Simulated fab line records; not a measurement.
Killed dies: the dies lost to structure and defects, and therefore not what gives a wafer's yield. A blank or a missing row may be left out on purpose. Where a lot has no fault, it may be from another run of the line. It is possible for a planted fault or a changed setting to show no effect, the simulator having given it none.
fab line records :: flow nandHarc
record
  lots=6
  wafers=17
  lastDay=23
route steps=1159 shown A_STAIRCASE@570 END@1159
lots with no fault: from the same line, run without faults
startH: start of the lot's first displayed wafer, in hours after the record's first day :: waitH: how many hours have passed since the lot's step before this one :: " unchanged from the row above :: L1.1+2: several wafers, shown together as one row :: - no value, or no start given :: * or withheld: withheld :: < > ~ a bound
route shown NAME@n: NAME is a module with steps in the file, n the number in the route of the first one :: usual: mean and standard deviation over wafers with no fault :: same: alike in all rows :: chamber/n: place in a boat :: sites: the reading at each site :: _std_site: standard deviation of those values :: _edge_site: inner sites' mean taken away from outer sites' mean :: radiusMm: how far each site lies from the wafer's centre :: mask NAME#n: copy n :: behind: tool/chamber where the wafer was last shaped :: hold: why the lot went on hold/how many hours it stayed there/how the hold came to an end :: device: the n, p or np transistor that did not switch :: end of line: the tests these same wafers got at the end of their route :: a step without rows: its recipe alone :: killed: the dies lost at the first sort to structure and to defects; this is not the yield of the wafer :: map: a wafer's dies, x killed, . not, _ none there
set.NAME: the setting that was run; set.NAME@STEP: the one run at that earlier step :: model.NAME: the simulator's own value behind a step, which no gauge read
a table for each step, a row for each wafer; lots at some steps of the route
services: from which hour (startH, from the record's first day; less than 0 if before it) a tool's chamber was out of use, for how many hours, and why
## steps
# step NHARC_A_STAIRCASE_DEHYDRATE_176
# recipe
  tempC=150
  timeS=120
# step NHARC_A_STAIRCASE_HMDS_177
# recipe
  timeS=30
# step NHARC_A_STAIRCASE_COAT_178
# recipe
  spinRpm=1200
# step NHARC_A_STAIRCASE_SOFTBAKE_179
# recipe
  tempC=135
  timeS=170
# step NHARC_A_STAIRCASE_EBR_180
# step NHARC_A_STAIRCASE_EXPOSE_181
# recipe
  na=0.5
  doseMj=27.87
  maskId=STAIR_2
# step NHARC_A_STAIRCASE_PEB_182
# recipe
  pebTempC=115
  pebTimeS=130
# step NHARC_A_STAIRCASE_DEVELOP_183
# recipe
  timeS=140
# step NHARC_A_STAIRCASE_HARDBAKE_185
# recipe
  tempC=120
  timeS=140
# step NHARC_A_STAIRCASE_DESCUM_186
# recipe
  timeS=3
  o2FlowSccm=200
  arFlowSccm=0
  biasPowerW=0
  chemistry=O2
# usual
  drypumpMotorCurrentA=5.7/0.44
  o2FlowSccm=200.0/0.62
  oesProductAu=1.004/0.013
  rfVppV=57.9/0.89
  showerheadPlenumPTorr=1.94/0.071
  throttleValvePct=11.311/0.0096
lot.wafer: L721.1
tool: rieDiel-13
chamber: 2
startH: 246.82
waitH: -
drypumpMotorCurrentA: 5.2
o2FlowSccm: 200.1
oesProductAu: 1.015
rfHoursCounterH: 53
rfVppV: 57.9
showerheadPlenumPTorr: 1.94
throttleValvePct: 11.320

lot.wafer: L721.5
tool: rieDiel-13
chamber: 3
startH: 246.82
waitH: -
drypumpMotorCurrentA: 5.4
o2FlowSccm: 199.6
oesProductAu: 1.008
rfHoursCounterH: -
rfVppV: 58.4
showerheadPlenumPTorr: 1.87
throttleValvePct: 11.298

lot.wafer: L721.6
tool: rieDiel-13
chamber: 0
startH: 246.82
waitH: -
drypumpMotorCurrentA: 6.7
o2FlowSccm: 201.3
oesProductAu: 1.019
rfHoursCounterH: -
rfVppV: 60.1
showerheadPlenumPTorr: 2.06
throttleValvePct: 11.316

lot.wafer: L724.2
tool: rieDiel-01
chamber: 3
startH: 261.41
waitH: -
drypumpMotorCurrentA: 6.1
o2FlowSccm: 201.3
oesProductAu: 1.005
rfHoursCounterH: 42
rfVppV: 59.0
showerheadPlenumPTorr: 1.95
throttleValvePct: 11.299

lot.wafer: L724.4
tool: rieDiel-01
chamber: 0
startH: 261.41
waitH: -
drypumpMotorCurrentA: 5.4
o2FlowSccm: 200.0
oesProductAu: 0.997
rfHoursCounterH: 38
rfVppV: 58.0
showerheadPlenumPTorr: 1.95
throttleValvePct: 11.299

lot.wafer: L724.1
tool: rieDiel-01
chamber: 2
startH: 261.41
waitH: -
drypumpMotorCurrentA: 5.8
o2FlowSccm: 198.7
oesProductAu: 1.016
rfHoursCounterH: 42
rfVppV: 57.9
showerheadPlenumPTorr: 2.02
throttleValvePct: 11.312

lot.wafer: L729.1
tool: rieDiel-11
chamber: 1
startH: 291.30
waitH: -
drypumpMotorCurrentA: 5.7
o2FlowSccm: 200.8
oesProductAu: 0.984
rfHoursCounterH: 36
rfVppV: 57.8
showerheadPlenumPTorr: 1.87
throttleValvePct: 11.327

lot.wafer: L729.5
tool: rieDiel-11
chamber: 3
startH: 291.30
waitH: -
drypumpMotorCurrentA: 5.8
o2FlowSccm: 199.1
oesProductAu: 0.975
rfHoursCounterH: -
rfVppV: 58.6
showerheadPlenumPTorr: 1.99
throttleValvePct: 11.310

lot.wafer: L729.6
tool: rieDiel-11
chamber: 0
startH: 291.30
waitH: -
drypumpMotorCurrentA: 5.5
o2FlowSccm: 201.1
oesProductAu: 1.002
rfHoursCounterH: -
rfVppV: 57.6
showerheadPlenumPTorr: 2.02
throttleValvePct: 11.300

lot.wafer: L731.4
tool: rieDiel-01
chamber: 1
startH: 312.41
waitH: -
drypumpMotorCurrentA: 5.9
o2FlowSccm: 201.8
oesProductAu: 1.004
rfHoursCounterH: 58
rfVppV: 57.9
showerheadPlenumPTorr: 1.80
throttleValvePct: 11.292

lot.wafer: L731.5
tool: rieDiel-01
chamber: 3
startH: 312.41
waitH: -
drypumpMotorCurrentA: 6.1
o2FlowSccm: 200.3
oesProductAu: 0.999
rfHoursCounterH: -
rfVppV: 58.6
showerheadPlenumPTorr: 1.94
throttleValvePct: 11.321

lot.wafer: L731.6
tool: rieDiel-01
chamber: 0
startH: 312.41
waitH: -
drypumpMotorCurrentA: 5.4
o2FlowSccm: 199.7
oesProductAu: 0.986
rfHoursCounterH: -
rfVppV: 57.9
showerheadPlenumPTorr: 1.94
throttleValvePct: 11.315

lot.wafer: L734.3
tool: rieDiel-13
chamber: 0
startH: 325.00
waitH: -
drypumpMotorCurrentA: 6.6
o2FlowSccm: 199.1
oesProductAu: 1.027
rfHoursCounterH: 14
rfVppV: 58.4
showerheadPlenumPTorr: 2.05
throttleValvePct: 11.317

lot.wafer: L734.5
tool: rieDiel-13
chamber: 1
startH: 325.00
waitH: -
drypumpMotorCurrentA: 5.5
o2FlowSccm: 200.2
oesProductAu: 1.001
rfHoursCounterH: -
rfVppV: 58.2
showerheadPlenumPTorr: 1.94
throttleValvePct: 11.315

lot.wafer: L734.6
tool: rieDiel-13
chamber: 2
startH: 325.00
waitH: -
drypumpMotorCurrentA: 5.2
o2FlowSccm: 199.6
oesProductAu: 1.014
rfHoursCounterH: -
rfVppV: 58.7
showerheadPlenumPTorr: 1.93
throttleValvePct: 11.311

lot.wafer: L738.2
tool: rieDiel-13
chamber: 0
startH: 345.30
waitH: -
drypumpMotorCurrentA: 6.7
o2FlowSccm: 200.0
oesProductAu: 1.028
rfHoursCounterH: 23
rfVppV: 58.9
showerheadPlenumPTorr: 2.05
throttleValvePct: 11.316

lot.wafer: L738.6
tool: rieDiel-13
chamber: 1
startH: 345.30
waitH: -
drypumpMotorCurrentA: 5.4
o2FlowSccm: 199.9
oesProductAu: 1.010
rfHoursCounterH: -
rfVppV: 58.1
showerheadPlenumPTorr: 1.94
throttleValvePct: 11.293
# step NHARC_A_STAIRCASE_TRIM_187
# recipe
  timeS=211.2
  o2FlowSccm=500
  arFlowSccm=0
  biasW=0
  chemistry=O2
# usual
  drypumpMotorCurrentA=5.7/0.44
  o2FlowSccm=500.1/1.4
  oesProductAu=1.003/0.012
  rfVppV=57.9/0.86
  showerheadPlenumPTorr=3.57/0.12
  throttleValvePct=17.035/0.0088
lot.wafer: L721.1
tool: rieDiel-13
chamber: 0
startH: 246.91
waitH: 0.1
drypumpMotorCurrentA: 6.7
o2FlowSccm: 499.2
oesProductAu: 1.017
rfHoursCounterH: 48
rfVppV: 57.7
showerheadPlenumPTorr: 3.78
throttleValvePct: 17.042

lot.wafer: L721.6
tool: rieDiel-13
chamber: 2
startH: 246.91
waitH: 0.1
drypumpMotorCurrentA: 5.2
o2FlowSccm: 499.7
oesProductAu: 1.003
rfHoursCounterH: -
rfVppV: 56.6
showerheadPlenumPTorr: 3.58
throttleValvePct: 17.033

lot.wafer: L721.5
tool: rieDiel-13
chamber: 3
startH: 246.91
waitH: 0.1
drypumpMotorCurrentA: 5.5
o2FlowSccm: 501.4
oesProductAu: 0.996
rfHoursCounterH: -
rfVppV: 59.2
showerheadPlenumPTorr: 3.45
throttleValvePct: 17.033

lot.wafer: L724.2
tool: rieDiel-01
chamber: 0
startH: 261.51
waitH: 0.1
drypumpMotorCurrentA: 5.4
o2FlowSccm: 501.5
oesProductAu: 1.003
rfHoursCounterH: 38
rfVppV: 57.8
showerheadPlenumPTorr: 3.59
throttleValvePct: 17.039

lot.wafer: L724.4
tool: rieDiel-01
chamber: 1
startH: 261.51
waitH: 0.1
drypumpMotorCurrentA: 5.9
o2FlowSccm: 502.1
oesProductAu: 0.996
rfHoursCounterH: 37
rfVppV: 56.6
showerheadPlenumPTorr: 3.34
throttleValvePct: 17.033

lot.wafer: L724.1
tool: rieDiel-01
chamber: 2
startH: 261.51
waitH: 0.1
drypumpMotorCurrentA: 5.8
o2FlowSccm: 501.1
oesProductAu: 1.005
rfHoursCounterH: 42
rfVppV: 57.7
showerheadPlenumPTorr: 3.71
throttleValvePct: 17.038

lot.wafer: L729.1
tool: rieDiel-11
chamber: 3
startH: 291.46
waitH: 0.2
drypumpMotorCurrentA: 5.8
o2FlowSccm: 499.5
oesProductAu: 0.983
rfHoursCounterH: 36
rfVppV: 59.3
showerheadPlenumPTorr: 3.66
throttleValvePct: 17.039

lot.wafer: L729.6
tool: rieDiel-11
chamber: 0
startH: 291.46
waitH: 0.2
drypumpMotorCurrentA: 5.4
o2FlowSccm: 502.0
oesProductAu: 1.008
rfHoursCounterH: -
rfVppV: 57.9
showerheadPlenumPTorr: 3.70
throttleValvePct: 17.032

lot.wafer: L729.5
tool: rieDiel-11
chamber: 1
startH: 291.46
waitH: 0.2
drypumpMotorCurrentA: 5.8
o2FlowSccm: 501.2
oesProductAu: 0.981
rfHoursCounterH: -
rfVppV: 57.3
showerheadPlenumPTorr: 3.45
throttleValvePct: 17.035

lot.wafer: L731.4
tool: rieDiel-01
chamber: 0
startH: 312.53
waitH: 0.1
drypumpMotorCurrentA: 5.4
o2FlowSccm: 498.2
oesProductAu: 0.992
rfHoursCounterH: 59
rfVppV: 56.3
showerheadPlenumPTorr: 3.58
throttleValvePct: 17.018

lot.wafer: L731.6
tool: rieDiel-01
chamber: 2
startH: 312.53
waitH: 0.1
drypumpMotorCurrentA: 5.8
o2FlowSccm: 500.1
oesProductAu: 1.002
rfHoursCounterH: -
rfVppV: 58.0
showerheadPlenumPTorr: 3.70
throttleValvePct: 17.025

lot.wafer: L731.5
tool: rieDiel-01
chamber: 3
startH: 312.53
waitH: 0.1
drypumpMotorCurrentA: 6.1
o2FlowSccm: 498.3
oesProductAu: 1.012
rfHoursCounterH: -
rfVppV: 57.0
showerheadPlenumPTorr: 3.58
throttleValvePct: 17.054

lot.wafer: L734.3
tool: rieDiel-13
chamber: 1
startH: 325.12
waitH: 0.1
drypumpMotorCurrentA: 5.5
o2FlowSccm: 501.9
oesProductAu: 1.003
rfHoursCounterH: 15
rfVppV: 58.2
showerheadPlenumPTorr: 3.58
throttleValvePct: 17.036

lot.wafer: L734.6
tool: rieDiel-13
chamber: 3
startH: 325.12
waitH: 0.1
drypumpMotorCurrentA: 5.5
o2FlowSccm: 501.8
oesProductAu: 0.998
rfHoursCounterH: -
rfVppV: 56.9
showerheadPlenumPTorr: 3.44
throttleValvePct: 17.035

lot.wafer: L734.5
tool: rieDiel-13
chamber: 0
startH: 325.12
waitH: 0.1
drypumpMotorCurrentA: 6.7
o2FlowSccm: 497.2
oesProductAu: 1.025
rfHoursCounterH: -
rfVppV: 58.5
showerheadPlenumPTorr: 3.77
throttleValvePct: 17.037

lot.wafer: L738.2
tool: rieDiel-13
chamber: 0
startH: 345.88
waitH: 0.6
drypumpMotorCurrentA: 6.7
o2FlowSccm: 500.3
oesProductAu: 1.023
rfHoursCounterH: 23
rfVppV: 57.1
showerheadPlenumPTorr: 3.76
throttleValvePct: 17.035

lot.wafer: L738.6
tool: rieDiel-13
chamber: 2
startH: 345.88
waitH: 0.6
drypumpMotorCurrentA: 5.2
o2FlowSccm: 498.7
oesProductAu: 1.009
rfHoursCounterH: -
rfVppV: 58.9
showerheadPlenumPTorr: 3.56
throttleValvePct: 17.036
# step NHARC_A_STAIRCASE_ETCH_188
# recipe
  targetDepthA=1000
  timeS=40.5
  ionEnergyEv=400
  c4f8FlowSccm=20
  o2FlowSccm=10
  arFlowSccm=withheld
  rfW=600
  biasW=1000
  chemistry=C4F8/O2
# usual
  oesProductAu=0.940/0.016
  rfVppV=897/4.4
lot.wafer: L721.1
tool: rieDiel-13
chamber: 3
startH: 247.05
waitH: -
oesProductAu: 0.931
rfHoursCounterH: 47
rfVppV: 893

lot.wafer: L721.6
tool: rieDiel-13
chamber: 0
startH: 247.05
waitH: -
oesProductAu: 0.935
rfHoursCounterH: -
rfVppV: 906

lot.wafer: L721.5
tool: rieDiel-13
chamber: 1
startH: 247.05
waitH: -
oesProductAu: 0.933
rfHoursCounterH: -
rfVppV: 898

lot.wafer: L724.1
tool: rieDiel-01
chamber: 0
startH: 261.65
waitH: -
oesProductAu: 0.935
rfHoursCounterH: 38
rfVppV: 899

lot.wafer: L724.4
tool: rieDiel-01
chamber: 1
startH: 261.65
waitH: -
oesProductAu: 0.953
rfHoursCounterH: 37
rfVppV: 890

lot.wafer: L724.2
tool: rieDiel-01
chamber: 3
startH: 261.65
waitH: -
oesProductAu: 0.951
rfHoursCounterH: 42
rfVppV: 898

lot.wafer: L729.1
tool: rieDiel-11
chamber: 2
startH: 291.58
waitH: -
oesProductAu: 0.924
rfHoursCounterH: 39
rfVppV: 891

lot.wafer: L729.6
tool: rieDiel-11
chamber: 1
startH: 291.58
waitH: -
oesProductAu: 0.918
rfHoursCounterH: -
rfVppV: 894

lot.wafer: L729.5
tool: rieDiel-11
chamber: 2
startH: 291.58
waitH: -
oesProductAu: 0.926
rfHoursCounterH: -
rfVppV: 891

lot.wafer: L731.4
tool: rieDiel-01
chamber: 3
startH: 312.75
waitH: -
oesProductAu: 0.926
rfHoursCounterH: 62
rfVppV: 899

lot.wafer: L731.5
tool: rieDiel-01
chamber: 1
startH: 312.75
waitH: -
oesProductAu: 0.934
rfHoursCounterH: -
rfVppV: 887

lot.wafer: L731.6
tool: rieDiel-01
chamber: 2
startH: 312.75
waitH: -
oesProductAu: 0.951
rfHoursCounterH: -
rfVppV: 902

lot.wafer: L734.3
tool: rieDiel-13
chamber: 2
startH: 325.25
waitH: -
oesProductAu: 0.950
rfHoursCounterH: 16
rfVppV: 897

lot.wafer: L734.6
tool: rieDiel-13
chamber: 0
startH: 325.25
waitH: -
oesProductAu: 0.951
rfHoursCounterH: -
rfVppV: 905

lot.wafer: L734.5
tool: rieDiel-13
chamber: 1
startH: 325.25
waitH: -
oesProductAu: 0.810
rfHoursCounterH: -
rfVppV: 897

lot.wafer: L738.2
tool: rieDiel-13
chamber: 0
startH: 346.04
waitH: -
oesProductAu: 0.815
rfHoursCounterH: 23
rfVppV: 903

lot.wafer: L738.6
tool: rieDiel-13
chamber: 2
startH: 346.04
waitH: -
oesProductAu: 0.941
rfHoursCounterH: -
rfVppV: 896
# step NHARC_A_STAIRCASE_TRIM_189
# recipe
  timeS=211.2
  o2FlowSccm=500
  arFlowSccm=0
  biasW=0
  chemistry=O2
# usual
  drypumpMotorCurrentA=5.7/0.43
  o2FlowSccm=499.9/1.6
  oesProductAu=1.004/0.012
  rfVppV=58.0/0.87
  showerheadPlenumPTorr=3.57/0.12
  throttleValvePct=17.033/0.0094
lot.wafer: L721.1
tool: rieDiel-13
chamber: 2
startH: -
waitH: -
drypumpMotorCurrentA: 5.2
o2FlowSccm: 500.1
oesProductAu: 1.004
rfHoursCounterH: 53
rfVppV: 57.9
showerheadPlenumPTorr: 3.58
throttleValvePct: 17.033

lot.wafer: L721.5
tool: rieDiel-13
chamber: 3
startH: -
waitH: -
drypumpMotorCurrentA: 5.5
o2FlowSccm: 501.1
oesProductAu: 0.988
rfHoursCounterH: -
rfVppV: 56.5
showerheadPlenumPTorr: 3.45
throttleValvePct: 17.027

lot.wafer: L721.6
tool: rieDiel-13
chamber: 0
startH: -
waitH: -
drypumpMotorCurrentA: 6.7
o2FlowSccm: 498.9
oesProductAu: 1.013
rfHoursCounterH: -
rfVppV: 58.6
showerheadPlenumPTorr: 3.78
throttleValvePct: 17.038

lot.wafer: L724.2
tool: rieDiel-01
chamber: 3
startH: -
waitH: -
drypumpMotorCurrentA: 6.1
o2FlowSccm: 498.7
oesProductAu: 1.004
rfHoursCounterH: 42
rfVppV: 60.1
showerheadPlenumPTorr: 3.59
throttleValvePct: 17.041

lot.wafer: L724.1
tool: rieDiel-01
chamber: 1
startH: -
waitH: -
drypumpMotorCurrentA: 5.9
o2FlowSccm: 500.0
oesProductAu: 1.004
rfHoursCounterH: 37
rfVppV: 59.0
showerheadPlenumPTorr: 3.34
throttleValvePct: 17.035

lot.wafer: L724.4
tool: rieDiel-01
chamber: 2
startH: -
waitH: -
drypumpMotorCurrentA: 5.8
o2FlowSccm: 499.7
oesProductAu: 1.017
rfHoursCounterH: 42
rfVppV: 56.7
showerheadPlenumPTorr: 3.71
throttleValvePct: 17.042

lot.wafer: L729.1
tool: rieDiel-11
chamber: 3
startH: -
waitH: -
drypumpMotorCurrentA: 5.8
o2FlowSccm: 499.7
oesProductAu: 0.973
rfHoursCounterH: 36
rfVppV: 59.1
showerheadPlenumPTorr: 3.66
throttleValvePct: 17.039

lot.wafer: L729.5
tool: rieDiel-11
chamber: 2
startH: -
waitH: -
drypumpMotorCurrentA: 5.6
o2FlowSccm: 499.7
oesProductAu: 0.984
rfHoursCounterH: -
rfVppV: 57.1
showerheadPlenumPTorr: 3.41
throttleValvePct: 17.045

lot.wafer: L729.6
tool: rieDiel-11
chamber: 3
startH: -
waitH: -
drypumpMotorCurrentA: 5.8
o2FlowSccm: 499.3
oesProductAu: 0.980
rfHoursCounterH: -
rfVppV: 58.2
showerheadPlenumPTorr: 3.66
throttleValvePct: 17.021

lot.wafer: L731.4
tool: rieDiel-01
chamber: 0
startH: -
waitH: -
drypumpMotorCurrentA: 5.4
o2FlowSccm: 502.5
oesProductAu: 0.988
rfHoursCounterH: 59
rfVppV: 58.4
showerheadPlenumPTorr: 3.58
throttleValvePct: 17.036

lot.wafer: L731.5
tool: rieDiel-01
chamber: 2
startH: -
waitH: -
drypumpMotorCurrentA: 5.8
o2FlowSccm: 500.2
oesProductAu: 1.005
rfHoursCounterH: -
rfVppV: 58.0
showerheadPlenumPTorr: 3.70
throttleValvePct: 17.029

lot.wafer: L731.6
tool: rieDiel-01
chamber: 3
startH: -
waitH: -
drypumpMotorCurrentA: 6.1
o2FlowSccm: 502.6
oesProductAu: 1.003
rfHoursCounterH: -
rfVppV: 58.5
showerheadPlenumPTorr: 3.58
throttleValvePct: 17.032

lot.wafer: L734.3
tool: rieDiel-13
chamber: 2
startH: -
waitH: -
drypumpMotorCurrentA: 5.2
o2FlowSccm: 500.1
oesProductAu: 1.015
rfHoursCounterH: 16
rfVppV: 60.1
showerheadPlenumPTorr: 3.56
throttleValvePct: 17.031

lot.wafer: L734.6
tool: rieDiel-13
chamber: 2
startH: -
waitH: -
drypumpMotorCurrentA: 5.2
o2FlowSccm: 499.3
oesProductAu: 1.008
rfHoursCounterH: -
rfVppV: 57.5
showerheadPlenumPTorr: 3.56
throttleValvePct: 17.035

lot.wafer: L734.5
tool: rieDiel-13
chamber: 3
startH: -
waitH: -
drypumpMotorCurrentA: 5.5
o2FlowSccm: 498.2
oesProductAu: 1.013
rfHoursCounterH: -
rfVppV: 57.6
showerheadPlenumPTorr: 3.44
throttleValvePct: 17.031

lot.wafer: L738.2
tool: rieDiel-13
chamber: 1
startH: -
waitH: -
drypumpMotorCurrentA: 5.5
o2FlowSccm: 499.6
oesProductAu: 1.015
rfHoursCounterH: 23
rfVppV: 58.5
showerheadPlenumPTorr: 3.57
throttleValvePct: 17.029

lot.wafer: L738.6
tool: rieDiel-13
chamber: 2
startH: -
waitH: -
drypumpMotorCurrentA: 5.2
o2FlowSccm: 502.4
oesProductAu: 1.020
rfHoursCounterH: -
rfVppV: 57.4
showerheadPlenumPTorr: 3.56
throttleValvePct: 17.027
# step NHARC_END_SORT_01
# recipe
  tempC=25
# usual
  killedAtArray=27/9.9
  killedAtOther=0.5/0.76
  killedAtPeriphery=3.4/2.2
  killedDies=31/10
  killedOpen=3.3/2
  killedShort=2.0/1.5
# same
  grossDies=677
lot.wafer: L734.5
tool: prober-02
chamber: 0
startH: 520.74
waitH: 3.7
killedAtArray: 143
killedAtOther: 0
killedAtPeriphery: 3
killedDies: 146
killedOpen: 1
killedShort: 3
# killed by level:class
L734.5 A_STAIRCASE:areaEtch=103 A_CHANNEL_HOLE_D1:chamberFilmFlake=27 A_CONTACT:chamberFilmFlake=6 P_GATE:chamberFilmFlake=2 A_STAIRCASE:chamberFilmFlake=2 A_CHANNEL_FILL_D1:geometricParticle:short=1 A_WL_FILL:geometricParticle:short=1 A_CONTACT:geometricParticle:short=1
## services
tool: rieDiel-13
chamber: 0
startH: 232.08
hours: -
kind: clean

tool: rieDiel-13
chamber: 1
startH: 232.08
hours: -
kind: clean

tool: rieDiel-13
chamber: 2
startH: 232.08
hours: -
kind: clean

tool: rieDiel-13
chamber: 3
startH: 232.08
hours: -
kind: clean

tool: rieDiel-13
chamber: 0
startH: 256.58
hours: -
kind: clean

tool: rieDiel-13
chamber: 1
startH: 256.58
hours: -
kind: clean

tool: rieDiel-13
chamber: 2
startH: 256.58
hours: -
kind: clean

tool: rieDiel-13
chamber: 3
startH: 256.58
hours: -
kind: clean

tool: rieDiel-13
chamber: -
startH: 276.27
hours: 9.0
kind: pm

tool: rieDiel-13
chamber: 0
startH: 276.27
hours: 9.0
kind: ventCycle

tool: rieDiel-13
chamber: 1
startH: 276.27
hours: 9.0
kind: ventCycle

tool: rieDiel-13
chamber: 2
startH: 276.27
hours: 9.0
kind: ventCycle

tool: rieDiel-13
chamber: 3
startH: 276.27
hours: 9.0
kind: ventCycle

tool: rieDiel-13
chamber: 0
startH: 285.27
hours: -
kind: clean

tool: rieDiel-13
chamber: 1
startH: 285.27
hours: -
kind: clean

tool: rieDiel-13
chamber: 1
startH: 285.27
hours: -
kind: consumableReplace:focusRing

tool: rieDiel-13
chamber: 2
startH: 285.27
hours: -
kind: clean

tool: rieDiel-13
chamber: 3
startH: 285.27
hours: -
kind: clean

tool: rieDiel-13
chamber: 3
startH: 285.27
hours: -
kind: consumableReplace:focusRing

tool: rieDiel-01
chamber: 2
startH: 296.42
hours: 3.8
kind: repair

tool: rieDiel-13
chamber: 0
startH: 309.77
hours: -
kind: clean

tool: rieDiel-13
chamber: 1
startH: 309.77
hours: -
kind: clean

tool: rieDiel-13
chamber: 2
startH: 309.77
hours: -
kind: clean

tool: rieDiel-01
chamber: -
startH: 314.88
hours: 9.0
kind: pm
## key
firstSign
  step=NHARC_A_STAIRCASE_ETCH_188
  reading=oesProductAu
  direction=down
  sigmas=8
  usual=0.940
  struck=0.813
effect
  step=NHARC_END_SORT_01
  reading=killedAtArray
  direction=up
  sigmas=12
  usual=27
  struck=143
moreKillsBornAt
  NHARC_A_STAIRCASE_ETCH_188@rieDiel-13=103
metAt NHARC_A_STAIRCASE_ETCH_188
struckWafers L734.5,L738.2
sortLeftOut L738.2
testerLeftOut L734,L738
onsetBetween 247.05 325.25
fault
  kind=processParameterDrift
  tool=rieDiel-13
  chamber=-
  onsetH=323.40
  steps=NHARC_A_STAIRCASE_ETCH_188
  channel=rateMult
  offset=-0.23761
  shape=step
  endH=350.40
  scope=struckWafersOnly
# testerLeftOut: of these lots the tester's yield and bins aren't shown, on N5 and GAA mostly nor the transistor test; their killed dies are dies lost to structure and defects alone, not to doping, threshold or leakage, so they don't give the yield
# sortLeftOut: the simulated sort isn't trusted on such a fault, so these wafers' sort isn't shown, and their yield isn't known
